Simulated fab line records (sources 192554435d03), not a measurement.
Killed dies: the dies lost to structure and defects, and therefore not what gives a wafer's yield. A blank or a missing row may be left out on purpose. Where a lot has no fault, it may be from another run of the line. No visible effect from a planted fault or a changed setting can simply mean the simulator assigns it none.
Split-lot experiment | flow n5_finfet | route with 1938 steps; 7 lots, 21 wafers read

ABOUT THE SPLIT
At N5_BEOL_M11_COAT_22 (resist thk 90 nm), the setting spin_rpm was moved away from the recipe's 1500 rpm on 6 of the 21 wafers read, by -7.5% to +5.8%. The other wafers ran this setting at the recipe's value.

FROM THE SPLIT TO THE READING: what the file shows between them, 5 steps
- N5_BEOL_M11_EXPOSE_25: exposes mask V10 (also split here: dose_mj)
- N5_BEOL_M11_PEB_26: peb time 60 s
- N5_BEOL_M11_DEVELOP_27: develop time 30 s
- N5_BEOL_M11_CD_MEAS_28: target cd 70 nm
- N5_BEOL_M11_DESCUM_33: chemistry O2, time 7.9 s

THE READING
CAR-ArF_of_BEOL_M11_COAT_22.thk_nm (the simulator's own value, which no gauge read), in nm, at N5_BEOL_M11_ETCH_65 (etches SiARC in CF4, target depth 39 nm, time 65 s). The file gives no usual value for it. Average 55.5 nm, standard deviation 0.22 nm, over the 15 wafers here run with the recipe.

wafer  | tool, chamber at the split | spin_rpm as run, rpm | against the recipe | CAR-ArF_of_BEOL_M11_COAT_22.thk_nm, nm | against lot-mates on the recipe
L074.1 | litho_track-04, 0          | 1500                 | recipe             | 55.6                                   | -
L074.3 | litho_track-04, 0          | 1500                 | recipe             | 55.4                                   | -
L074.4 | litho_track-04, 0          | 1500                 | recipe             | 55.4                                   | -
L079.1 | litho_track-01, 0          | 1500                 | recipe             | 55.6                                   | -
L079.4 | litho_track-01, 0          | 1500                 | recipe             | 55.6                                   | -
L079.3 | litho_track-01, 0          | 1500                 | recipe             | 55.8                                   | -
L078.1 | litho_track-01, 0          | 1500                 | recipe             | 55.4                                   | -
L078.2 | litho_track-01, 0          | 1500                 | recipe             | 55.2                                   | -
L078.5 | litho_track-01, 0          | 1587                 | +5.8%              | 52.4                                   | -2.9
L084.1 | litho_track-04, 0          | 1413                 | -5.8%              | 58                                     | +2.4
L084.2 | litho_track-04, 0          | 1500                 | recipe             | 55.6                                   | -
L084.4 | litho_track-04, 0          | 1413                 | -5.8%              | 58.2                                   | +2.6
L085.3 | litho_track-05, 0          | 1500                 | recipe             | 55.6                                   | -
L085.4 | litho_track-05, 0          | 1500                 | recipe             | 55.2                                   | -
L085.5 | litho_track-05, 0          | 1500                 | recipe             | 55.4                                   | -
L086.1 | litho_track-04, 0          | 1567                 | +4.5%              | 53.6                                   | -1.5
L086.3 | litho_track-04, 0          | 1500                 | recipe             | 55                                     | -
L086.5 | litho_track-04, 0          | 1500                 | recipe             | 55.2                                   | -
L089.3 | litho_track-04, 0          | 1387                 | -7.5%              | 59.4                                   | +3.6
L089.5 | litho_track-04, 0          | 1387                 | -7.5%              | 59.2                                   | +3.4
L089.6 | litho_track-04, 0          | 1500                 | recipe             | 55.8                                   | -

THE FIT
A straight line over all 21 wafers: CAR-ArF_of_BEOL_M11_COAT_22.thk_nm changes by -0.489 nm for each +1% of spin_rpm; r = -0.99; the points scatter about the line by 0.24 nm.
The same after taking each lot's own level away (the mean of its wafers on the recipe; 21 wafers): -0.448 nm for each +1%; r = -0.99; scatter 0.18 nm.
Per that fit: largest spin_rpm move, reading shift of 3.4 nm.
Across the lots, their own levels run from 55.10 to 55.80 nm, a range of 3.1 times the standard deviation given above.
The two slopes agree, so the slope changes little with the lot-to-lot level.
Check: with one of the wafers moved furthest among these (-7.5%) left out of the fit, the line predicts +3.32 nm for it against its lot-mates. Against them it came out at +3.6 nm.

THESE WAFERS: OTHER SPLITS
Other splits were also applied to these wafers ahead of the reading. Each is held against what the fit with the lots' levels taken away leaves over:
other split on the same wafers | wafers away from the commonest value | r with CAR-ArF_of_BEOL_M11_COAT_22.thk_nm (lot level and that fit taken away)
N5_BEOL_M10_COAT_64 spin_rpm   | 10                                   | +0.09
N5_BEOL_M11_EXPOSE_25 dose_mj  | 6                                    | +0.25

THE WHOLE CHAIN: every reading that the file lists as answering this split, in the file's order
step                   | what it does                                       | reading                                                                             | change (the file's fit)               | r (the file's)
N5_BEOL_M11_COAT_22    | resist thk 90 nm                                   | CAR-ArF_of_BEOL_M11_COAT_22.thk_nm (the simulator's own value, which no gauge read) | -0.444 nm for each +1% of the setting | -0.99
N5_BEOL_M11_DEVELOP_27 | develop time 30 s                                  | CAR-ArF_of_BEOL_M11_COAT_22.thk_nm (the simulator's own value, which no gauge read) | -0.458 nm for each +1% of the setting | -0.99
N5_BEOL_M11_ETCH_65    | etches SiARC in CF4, target depth 39 nm, time 65 s | CAR-ArF_of_BEOL_M11_COAT_22.thk_nm (the simulator's own value, which no gauge read) | -0.447 nm for each +1% of the setting | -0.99

FILE'S OWN FIT
CAR-ArF_of_BEOL_M11_COAT_22.thk_nm changes by -0.447 nm for each +1% of spin_rpm, r = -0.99.
